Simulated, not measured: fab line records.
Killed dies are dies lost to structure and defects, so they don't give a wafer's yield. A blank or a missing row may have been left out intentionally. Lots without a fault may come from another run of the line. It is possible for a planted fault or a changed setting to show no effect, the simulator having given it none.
Matching of chambers ; flow n5_finfet ; N5_BEOL_M8_STRIP_19 on rie_diel-02 has 4 sister chambers
The step strips in O2. 4 wafers are shown with their chamber, then 9 later ones without.

## WAFERS PAIRED WITH THEIR CHAMBERS
wafer;chamber;showerhead_plenum_p_Torr (Torr)
L088.1;0;2.07
L088.4;2;2.11
L096.5;3;2.05
L096.6;1;1.98

## WAFERS WITHOUT THEIR CHAMBER
wafer;showerhead_plenum_p_Torr (Torr)
L095.1;2.05
L095.2;1.98
L095.3;2.10
L095.4;2.05
L095.5;1.98
L095.6;2.10
L097.2;2.10
L097.3;1.98
L097.5;1.98

## EACH ONE'S CHAMBER
wafer;from the rows above;in truth
L095.1;3;3
L095.2;1;1
L095.3;2;2
L095.4;3;3
L095.5;1;1
L095.6;2;2
L097.2;2;2
L097.3;1;1
L097.5;1;1
9 of 9 placed correctly. From these rows, 0 cannot be placed. Wrongly placed: 0.
How it was worked out, from the rows above alone: a wafer's distance from a chamber is the root of the sum, over the readings, of the square of ((its reading less the chamber's mean) divided by the reading's scatter). The wafer belongs to the nearest chamber; if the next one is less than 2 further off, it can't be placed. A chamber's mean is the mean of its shown wafers. The scatter: root of mean squared gap, hidden wafer to nearest shown wafer, with one shown wafer a chamber.
